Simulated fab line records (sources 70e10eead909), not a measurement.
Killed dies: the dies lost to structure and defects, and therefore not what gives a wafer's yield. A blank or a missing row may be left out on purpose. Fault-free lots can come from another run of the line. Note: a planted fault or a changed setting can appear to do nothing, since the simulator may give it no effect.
Chamber matching    flow nand-harc    NHARC_A_M1_CMP_23 on cmp-01 has 4 sister chambers
The step polishes, t overpolish 20 s, target thk 154.34 nm. 4 wafers are shown with their chamber, then 12 later ones without.

WAFERS WITH THEIR CHAMBER
wafer   chamber  motor-current-A (A)
L083.4  3        12.7
L083.6  0        12.4
L086.4  2        11.5
L086.5  1        9.8

WAFERS WITHOUT THEIR CHAMBER
wafer   motor-current-A (A)
L089.2  10.1
L089.5  12.1
L089.6  9.8
L090.1  10.1
L090.2  12.7
L090.4  12.3
L097.2  12.9
L097.3  12.7
L097.4  10.1
L096.2  10.5
L096.3  12.2
L096.6  9.7

CHAMBER TAKEN BY EACH
wafer   from the rows above           in truth
L089.2  1                             1
L089.5  can't be placed: 0 or 2 or 3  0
L089.6  1                             1
L090.1  1                             1
L090.2  can't be placed: 3 or 0       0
L090.4  can't be placed: 0 or 3       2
L097.2  can't be placed: 3 or 0       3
L097.3  can't be placed: 3 or 0       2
L097.4  1                             1
L096.2  can't be placed: 1 or 2       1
L096.3  can't be placed: 0 or 3 or 2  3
L096.6  1                             1
Correctly placed: 5 of 12. From these rows, 7 cannot be placed; in 5 the true chamber is one of the candidates. Number placed wrongly: 0.
How it was worked out, from the rows above alone: a wafer's distance from a chamber is the root of the sum, over the readings, of the square of ((its reading less the chamber's mean) divided by the reading's scatter). The wafer belongs to the nearest chamber; if the next one is less than 2 further off, it can't be placed. The mean given for a chamber averages the wafers shown for that chamber. The scatter (one wafer shown for each chamber): square how far every hidden wafer sits from the nearest shown wafer, average those squares and take the square root.
